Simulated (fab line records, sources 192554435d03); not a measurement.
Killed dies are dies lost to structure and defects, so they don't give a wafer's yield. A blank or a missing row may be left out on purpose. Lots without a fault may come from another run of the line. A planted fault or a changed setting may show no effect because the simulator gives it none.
fab line records | flow n5_finfet
record lots=10 wafers=30 last_day=20
route steps=1938 shown BEOL_M2@902 BEOL_M4@1111 PASSIVATION@1936
lots that met no fault: from a run of the same line without faults
start_h: hours from the record's first day to the start of the lot's first wafer shown | wait_h: hours since the lot's step before | " the same as in the row above | L1.1+2: a row that stands for several wafers | - no value, or no start given | * or withheld: withheld | < > ~ a bound
route shown NAME@n: a module of which the file shows steps, and the number in the route of the first | usual: mean/standard deviation of fault-free wafers | same: alike in all rows | chamber/n: place in a boat | sites: the reading at each site | _std_site: their standard deviation | _edge_site: outer sites' mean less inner sites' | radius_mm: how far each site lies from the wafer's centre | mask NAME#n: copy n | behind: the tool/chamber that last shaped the wafer | hold: why the lot was held/for how many hours/how that ended | device: the transistor (n, p or np) that didn't switch | end of line: the same wafers' tests at the end of the route | a step without rows: its recipe alone | killed: dies lost to structure and defects at the first sort, not the wafer's yield | map: a wafer's dies, x killed, . not, _ none there
set.NAME: the setting as run; set.NAME@STEP: as run at that earlier step | model.NAME: the simulator's own value behind a step, which no gauge read
steps of the route over a sample of lots; a table a step, a row a wafer
services: from which hour (start_h, from the record's first day; less than 0 if before it) a tool's chamber was out of use, for how many hours, and why
## steps
# step N5_BEOL_M2_SURFACE_TREAT_85
# recipe gas=Ar time_s=* ion_energy_ev=* ion_current_ma_cm2=0.5 pressure_mtorr=* ar_flow_sccm=30
# usual pressure_mtorr=* throttle_valve_pct=*
# columns lot.wafer tool chamber start_h wait_h pressure_mtorr throttle_valve_pct
L531.1 pvd_sputter-03 - 151.78 0.2 * *
L531.4 " - " " * *
L531.6 " - " " * *
L533.2 pvd_sputter-02 - 156.81 0.4 * *
L533.3 " - " " * *
L533.5 " - " " * *
L536.4 pvd_sputter-01 - 172.42 0.2 * *
L536.5 " - " " * *
L536.6 " - " " * *
L540.1 pvd_sputter-03 - 202.32 0.1 * *
L540.4 " - " " * *
L540.6 " - " " * *
L539.1 pvd_sputter-01 - 218.86 0.3 * *
L539.5 " - " " * *
L539.6 " - " " * *
L548.2 pvd_sputter-01 - 247.13 0.2 * *
L548.3 " - " " * *
L548.4 " - " " * *
L549.2 pvd_sputter-02 - 265.56 0.3 * *
L549.4 " - " " * *
L549.5 " - " " * *
L552.1 pvd_sputter-02 - 292.94 0.6 * *
L552.3 " - " " * *
L552.6 " - " " * *
L553.2 pvd_sputter-01 - 301.76 0.2 * *
L553.4 " - " " * *
L553.6 " - " " * *
L554.1 pvd_sputter-03 - 311.38 0.4 * *
L554.2 " - " " * *
L554.5 " - " " * *
# step N5_BEOL_M2_SPUTTER_79
# recipe material=Cu target_thk_a=45 temp_c=-20 chamber_pressure_pa=0.07 power_w=withheld time_s=8.29
# usual chamber_pressure_pa=0.07002/0.00013 chuck_gas_flow_sccm=1.27/0.056 chuck_sensor_temp_C=-15.8/0.57 throttle_valve_pct=30.4/0.64
# columns lot.wafer tool chamber start_h wait_h chamber_pressure_pa chuck_gas_flow_sccm chuck_sensor_temp_C throttle_valve_pct
L531.1 pvd_sputter-02 - 152.29 0.1 0.07007 1.26 -15.9 30.1
L531.4 " - " " 0.06999 1.27 -15.7 31.2
L531.6 " - " " 0.06998 1.28 -15.4 30.0
L533.2 pvd_sputter-01 - 157.48 0.1 0.07 1.14 -16.1 31.8
L533.3 " - " " 0.07003 1.32 -14.9 30.8
L533.5 " - " " 0.07027 1.22 -16.2 31.5
L536.4 pvd_sputter-01 - 173.14 0.1 0.07009 1.33 -14.9 30.7
L536.5 " - " " 0.07015 1.29 -16.7 31.5
L536.6 " - " " 0.07 1.33 -15.1 30.9
L540.1 pvd_sputter-03 - 202.80 0.1 - - - -
L540.4 " - " " - - - -
L540.6 " - " " - - - -
L539.1 pvd_sputter-01 - 219.38 0.1 - - - -
L539.5 " - " " - - - -
L539.6 " - " " - - - -
L548.2 pvd_sputter-03 - 248.03 0.1 0.06992 1.35 -16.5 30.1
L548.3 " - " " 0.07014 1.24 -16.0 29.5
L548.4 " - " " 0.07004 1.27 -14.9 30.1
L549.2 pvd_sputter-01 - 266.09 0.1 0.06992 1.29 -16.8 31.4
L549.4 " - " " 0.07016 1.31 -15.0 31.0
L549.5 " - " " 0.07012 1.25 -16.3 31.9
L552.1 pvd_sputter-03 - 293.75 0.1 0.07022 1.24 -16.2 30.7
L552.3 " - " " 0.06989 1.28 -14.9 30.2
L552.6 " - " " 0.06989 1.36 -16.0 30.9
L553.2 pvd_sputter-03 - 302.35 0.1 0.06982 1.26 -15.0 30.1
L553.4 " - " " 0.06995 1.26 -16.5 30.3
L553.6 " - " " 0.07013 1.26 -16.3 30.7
L554.1 pvd_sputter-03 - 311.94 0.1 0.06998 1.21 -14.9 30.2
L554.2 " - " " 0.07001 1.21 -15.9 29.4
L554.5 " - " " 0.06992 1.32 -16.5 30.3
# step N5_BEOL_M2_SPUTTER_81
# recipe material=Cu target_thk_a=45 temp_c=-20 chamber_pressure_pa=0.07 power_w=withheld time_s=8.29
# usual chamber_pressure_pa=0.07002/0.00013 chuck_gas_flow_sccm=1.26/0.051 chuck_sensor_temp_C=-15.8/0.57 throttle_valve_pct=30.4/0.63
# columns lot.wafer tool chamber start_h wait_h chamber_pressure_pa chuck_gas_flow_sccm chuck_sensor_temp_C throttle_valve_pct
L531.1 pvd_sputter-02 - 152.51 0.1 0.07007 1.27 -15.7 30.2
L531.4 " - " " 0.06985 1.26 -15.8 31.0
L531.6 " - " " 0.07005 1.25 -15.4 29.8
L533.2 pvd_sputter-01 - 157.70 0.1 0.07028 1.30 -16.2 31.9
L533.3 " - " " 0.07005 1.32 -14.8 31.0
L533.5 " - " " 0.07004 1.30 -16.2 31.7
L536.4 pvd_sputter-01 - 173.36 0.1 0.07007 1.37 -14.8 30.9
L536.5 " - " " 0.07018 1.21 -17.0 31.6
L536.6 " - " " 0.07018 1.25 -15.0 30.8
L540.1 pvd_sputter-03 - 203.02 0.1 0.07011 1.32 -16.4 30.1
L540.4 " - " " 0.06997 1.27 -14.6 30.3
L540.6 " - " " 0.06983 1.21 -15.7 29.5
L539.1 pvd_sputter-01 - 219.60 0.1 0.07018 1.24 -14.9 30.9
L539.5 " - " " 0.07014 1.29 -16.1 31.8
L539.6 " - " " 0.06983 1.25 -16.4 30.3
L548.2 pvd_sputter-03 - 248.25 0.1 0.07002 1.22 -16.5 30.1
L548.3 " - " " 0.0697 1.26 -15.8 29.6
L548.4 " - " " 0.07009 1.17 -14.9 30.4
L549.2 pvd_sputter-01 - 266.31 0.1 0.06987 1.28 -16.8 31.4
L549.4 " - " " 0.0699 1.20 -14.8 30.9
L549.5 " - " " 0.07 1.24 -16.3 31.8
L552.1 pvd_sputter-03 - 293.97 0.1 0.07017 1.20 -16.0 30.6
L552.3 " - " " 0.07006 1.33 -15.0 30.2
L552.6 " - " " 0.0702 1.31 -16.2 30.6
L553.2 pvd_sputter-03 - 302.57 0.1 0.07001 1.31 -14.7 30.3
L553.4 " - " " 0.07021 1.26 -16.5 30.3
L553.6 " - " " 0.06994 1.34 -16.1 30.7
L554.1 pvd_sputter-03 - 312.16 0.1 0.0701 1.31 -14.9 30.3
L554.2 " - " " 0.06997 1.30 -15.7 29.5
L554.5 " - " " 0.06978 1.19 -16.6 30.3
# step N5_BEOL_M2_SPUTTER_88
# recipe material=Cu target_thk_a=45 temp_c=-20 chamber_pressure_pa=0.07 power_w=withheld time_s=8.29
# usual chamber_pressure_pa=0.06999/0.00015 chuck_gas_flow_sccm=1.26/0.049 chuck_sensor_temp_C=-15.8/0.6 throttle_valve_pct=30.4/0.61
# columns lot.wafer tool chamber start_h wait_h chamber_pressure_pa chuck_gas_flow_sccm chuck_sensor_temp_C throttle_valve_pct
L531.1 pvd_sputter-02 - 152.95 0.1 0.07006 1.27 -15.6 30.0
L531.4 " - " " 0.06992 1.23 -15.5 30.9
L531.6 " - " " 0.07017 1.23 -15.4 30.1
L533.2 pvd_sputter-01 - 158.14 0.1 0.06983 1.26 -16.1 31.6
L533.3 " - " " 0.07035 1.30 -15.0 30.6
L533.5 " - " " 0.06993 1.24 -16.1 31.6
L536.4 pvd_sputter-01 - 173.80 0.1 0.06985 1.27 -14.7 30.7
L536.5 " - " " 0.07029 1.29 -16.9 31.5
L536.6 " - " " 0.06987 1.25 -14.9 30.9
L540.1 pvd_sputter-03 - 203.46 0.1 0.06978 1.32 -16.7 30.1
L540.4 " - " " 0.07004 1.27 -14.7 30.1
L540.6 " - " " 0.06983 1.22 -15.8 29.3
L539.1 pvd_sputter-01 - 222.02 0.1 0.06994 1.32 -14.8 30.5
L539.5 " - " " 0.07012 1.21 -16.0 31.6
L539.6 " - " " 0.06985 1.19 -16.2 30.7
L548.2 pvd_sputter-03 - 248.69 0.1 0.06988 1.29 -16.6 30.3
L548.3 " - " " 0.07025 1.19 -15.9 29.7
L548.4 " - " " 0.07004 1.27 -14.8 30.1
L549.2 pvd_sputter-01 - 266.75 0.1 0.07006 1.30 -16.9 31.5
L549.4 " - " " 0.07022 1.23 -14.8 31.0
L549.5 " - " " 0.06986 1.23 -16.1 31.9
L552.1 pvd_sputter-03 - 294.41 0.1 0.06992 1.34 -16.1 30.8
L552.3 " - " " 0.0699 1.24 -14.6 30.2
L552.6 " - " " 0.06989 1.28 -16.1 30.7
L553.2 pvd_sputter-03 - 303.01 0.1 0.07002 1.23 -14.8 30.2
L553.4 " - " " 0.07018 1.24 -16.5 30.3
L553.6 " - " " 0.06992 1.34 -16.0 30.8
L554.1 pvd_sputter-03 - 312.60 0.1 0.06986 1.24 -14.7 30.2
L554.2 " - " " 0.06988 1.23 -15.7 29.4
L554.5 " - " " 0.07003 1.25 -16.7 30.0
# step N5_BEOL_M4_RC_MEAS_101
# usual DIBL_N=36.6/1.1 DIBL_P=36.8/1.6 IOFF_N=0.169/0.024 IOFF_P=0.206/0.028 ION_N=679/9.2 ION_P=462/7 SS_N=71.6/0.57 SS_P=73.3/0.57 VT_N=248.8/2.4 VT_P=-251/3
# columns lot.wafer tool chamber start_h wait_h DIBL_N[mV/V] DIBL_P[mV/V] IOFF_N[nA/um] IOFF_P[nA/um] ION_N[uA/um] ION_P[uA/um] SS_N[mV/dec] SS_P[mV/dec] VT_N[mV] VT_P[mV]
L531.1 prober-02 0 193.26 0.0 36.5 36.2 0.161 0.177 674 462 70.6 73.1 248.3 -256
L531.4 " 0 " " 36.5 36.3 0.161 0.175 688 460 71.0 73.1 249.3 -255
L531.6 " 0 " " 34.9 33.7 0.131 0.148 659 453 70.3 72.7 254.6 -258
L533.2 prober-02 0 196.26 0.2 38.0 36.6 0.222 0.228 689 460 72.8 73.8 244.6 -247
L533.3 " 0 " " 35.2 33.2 0.158 0.176 684 460 71.6 72.5 246.5 -251
L533.5 " 0 " " 36.1 34.4 0.171 0.189 677 462 71.7 73.7 247.0 -251
L536.4 prober-02 0 222.92 0.5 36.6 38.2 0.165 0.221 691 468 71.3 72.3 248.0 -249
L536.5 " 0 " " 35.6 36.9 0.140 0.201 668 465 71.5 72.2 250.8 -251
L536.6 " 0 " " 38.0 39.2 0.183 0.234 683 473 72.2 73.5 250.1 -248
L540.1 prober-01 0 245.23 0.0 36.7 35.7 0.153 0.236 683 475 71.3 72.6 246.7 -247
L540.4 " 0 " " 35.7 33.7 0.143 0.199 683 467 71.4 72.7 246.6 -253
L540.6 " 0 " " 38.2 38.3 0.195 0.275 688 480 71.7 73.3 245.8 -246
L539.1 prober-01 0 255.04 0.0 36.8 37.0 0.172 0.218 672 463 72.4 73.1 249.1 -250
L539.5 " 0 " " 36.6 37.1 0.165 0.223 676 462 71.9 73.4 246.9 -251
L539.6 " 0 " " 36.8 37.6 0.181 0.231 693 468 71.9 72.8 246.2 -251
L548.2 prober-02 0 299.86 0.2 37.6 36.6 0.173 0.171 673 447 71.0 73.9 248.9 -255
L548.3 " 0 " " 38.0 37.1 0.187 0.183 680 453 72.1 73.8 248.6 -259
L548.4 " 0 " " 36.0 34.8 0.149 0.158 673 451 71.1 73.6 251.8 -258
L549.2 prober-01 0 304.94 0.2 36.6 36.3 0.168 0.195 676 460 71.5 73.1 247.7 -249
L549.4 " 0 " " 38.3 37.9 0.202 0.221 680 467 71.9 73.3 247.3 -250
L549.5 " 0 " " 38.3 38.0 0.201 0.219 678 461 72.1 73.6 246.5 -249
L552.1 prober-02 0 339.08 0.0 35.1 35.8 0.150 0.162 672 450 71.7 73.1 249.1 -257
L552.3 " 0 " " 35.8 37.0 0.165 0.175 675 447 71.1 73.6 247.9 -255
L552.6 " 0 " " 36.7 37.9 0.179 0.186 685 456 71.0 74.1 247.0 -256
L553.2 prober-02 0 345.26 0.2 36.8 37.4 0.157 0.196 682 465 71.2 73.6 246.8 -251
L553.4 " 0 " " 36.5 37.5 0.155 0.204 679 466 71.1 73.1 249.0 -252
L553.6 " 0 " " 36.8 36.6 0.149 0.186 683 461 71.4 73.7 248.1 -251
L554.1 prober-02 0 349.03 0.0 35.9 36.9 0.140 0.171 673 455 70.7 72.8 255.4 -252
L554.2 " 0 " " 36.3 37.3 0.143 0.179 675 460 71.4 72.9 252.2 -253
L554.5 " 0 " " 37.0 38.6 0.157 0.190 675 461 71.6 72.7 250.8 -252
# step N5_PASSIVATION_PROBE_49
# usual defect_limited_yield=91.1/1.5 killed_at_M0_to_M3=36/11 killed_at_M4_up=14/5.6 killed_at_contacts=11/5.6 killed_at_front_end=40/12 killed_at_other=4/3.2 killed_dies=105/17 killed_open=69/12 killed_short=34/8.4 sort_bin_5_function=5.2/0.95 sort_bin_6_memory=3.3/0.63 sort_n_pass=1075/17 sort_yield_pct=91.1/1.5
# same gross_dies=1180 killed_at_back_side=0 sort_bin_4_leakage[%]=0 sort_bin_8_speed[%]=0
# columns lot.wafer tool chamber start_h wait_h defect_limited_yield[%] killed_at_M0_to_M3 killed_at_M4_up killed_at_contacts killed_at_front_end killed_at_other killed_dies killed_open killed_short sort_bin_5_function[%] sort_bin_6_memory[%] sort_n_pass sort_yield_pct[%]
L533.2 prober-02 - 324.46 0.1 92.6 34 7 12 29 5 87 55 31 4.4 2.7 1093 92.6
L533.3 prober-02 - 324.51 0.1 90.4 25 19 21 38 10 113 70 36 5.3 3.7 1067 90.4
L533.5 prober-02 - 324.61 0.2 92.5 23 10 19 26 11 89 49 39 5.0 2.2 1091 92.5
L540.1 prober-02 - 357.41 0.0 93.0 35 11 3 33 1 83 51 27 4.2 2.5 1097 93.0
L540.4 prober-02 - 357.56 0.2 90.9 43 13 12 33 6 107 60 30 4.5 4.1 1073 90.9
L540.6 prober-02 - 357.66 0.3 90.8 45 8 16 39 1 109 69 30 6.1 3.0 1071 90.8
L539.1 prober-02 - 363.07 0.0 88.4 51 26 12 42 6 137 95 33 7.5 3.6 1043 88.4
L539.5 prober-02 - 363.27 0.2 91.9 38 23 7 23 5 96 64 27 5.1 3.0 1084 91.9
L539.6 prober-02 - 363.32 0.3 87.5 61 19 11 55 2 148 94 41 7.3 4.7 1032 87.5
# killed by level:class
L533.2 STI_FIN_REVEAL:geometric_particle:open=12 BEOL_M0_SAQP:geometric_particle:short=12 MOL_CONTACT_COAG:geometric_particle:open=10 BEOL_M2:geometric_particle:open=10 BEOL_M0_SAQP:geometric_particle:open=8 STARTING-WAFER:geometric_particle:short=6 BEOL_M8:geometric_particle:open=3 STARTING-WAFER:geometric_particle:open=3
L533.3 MOL_CONTACT_COAG:geometric_particle:open=19 BEOL_M0_SAQP:geometric_particle:short=7 BEOL_M5:geometric_particle:open=7 BEOL_M0_SAQP:geometric_particle:open=6 STI_FIN_REVEAL:geometric_particle:open=5 FIN_SAQP:geometric_particle:open=4 BEOL_M2:geometric_particle:open=4 STARTING-WAFER:geometric_particle:short=4
L533.5 MOL_CONTACT_COAG:geometric_particle:open=13 BEOL_M0_SAQP:geometric_particle:short=9 FIN_SAQP:geometric_particle:short=8 MOL_CONTACT_COAG:geometric_particle:short=6 BEOL_M2:geometric_particle:open=6 GATE_CUT:geometric_particle:short=5 BEOL_M0_SAQP:geometric_particle:open=5 BEOL_M4:geometric_particle:open=4
L540.1 BEOL_M0_SAQP:geometric_particle:open=10 FIN_SAQP:geometric_particle:open=7 BEOL_M0_SAQP:geometric_particle:short=7 FIN_SAQP:geometric_particle:short=6 BEOL_M2:geometric_particle:open=5 BEOL_M3:geometric_particle:open=5 STI_FIN_REVEAL:geometric_particle:open=4 BEOL_M4:geometric_particle:open=4
L540.4 BEOL_M2:interface_void_opened=11 BEOL_M0_SAQP:geometric_particle:short=9 BEOL_M3:geometric_particle:open=9 MOL_CONTACT_COAG:geometric_particle:open=8 DUMMY_GATE:geometric_particle:open=7 FIN_SAQP:geometric_particle:open=6 BEOL_M0_SAQP:geometric_particle:open=5 BEOL_M4:geometric_particle:open=5
L540.6 MOL_CONTACT_COAG:geometric_particle:open=14 FIN_SAQP:geometric_particle:short=13 BEOL_M2:interface_void_opened=10 BEOL_M1:geometric_particle:open=10 STI_FIN_REVEAL:geometric_particle:open=9 FIN_SAQP:geometric_particle:open=7 BEOL_M3:geometric_particle:open=7 BEOL_M0_SAQP:geometric_particle:open=6
L539.1 BEOL_M4:geometric_particle:open=15 MOL_CONTACT_COAG:geometric_particle:open=11 BEOL_M0_SAQP:geometric_particle:open=11 FIN_SAQP:geometric_particle:open=10 STI_FIN_REVEAL:geometric_particle:open=10 BEOL_M0_SAQP:geometric_particle:short=8 BEOL_M1:geometric_particle:open=8 BEOL_M2:interface_void_opened=7
L539.5 BEOL_M4:geometric_particle:open=13 BEOL_M2:geometric_particle:open=8 MOL_CONTACT_COAG:geometric_particle:open=7 BEOL_M0_SAQP:geometric_particle:short=7 BEOL_M0_SAQP:geometric_particle:open=7 BEOL_M1:geometric_particle:open=7 FIN_SAQP:geometric_particle:open=5 BEOL_M2:interface_void_opened=4
L539.6 STI_FIN_REVEAL:geometric_particle:open=23 FIN_SAQP:geometric_particle:open=13 BEOL_M0_SAQP:geometric_particle:short=12 BEOL_M2:interface_void_opened=12 MOL_CONTACT_COAG:geometric_particle:open=9 BEOL_M0_SAQP:geometric_particle:open=8 BEOL_M4:geometric_particle:open=8 BEOL_M1:geometric_particle:open=6
## services
# columns tool chamber start_h hours kind
pvd_sputter-01 - 137.31 1.3 repair
pvd_sputter-03 - 164.50 2.8 repair
pvd_sputter-02 - 295.39 5.2 repair
## key
first_sign step=N5_BEOL_M2_SPUTTER_79 reading=tool_record direction=missing
effect none on later readings
met_at N5_BEOL_M2_SPUTTER_79
struck_lots L539,L540
not_acting_at N5_BEOL_M2_SURFACE_TREAT_85,N5_BEOL_M2_SPUTTER_81,N5_BEOL_M2_SPUTTER_88
onset_between 173.14 202.80
fault kind=skipped_step_whole tool=pvd_sputter-01,pvd_sputter-03 chamber=- onset_h=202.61 steps=N5_BEOL_M2_SPUTTER_79 scope=struck_lots_only
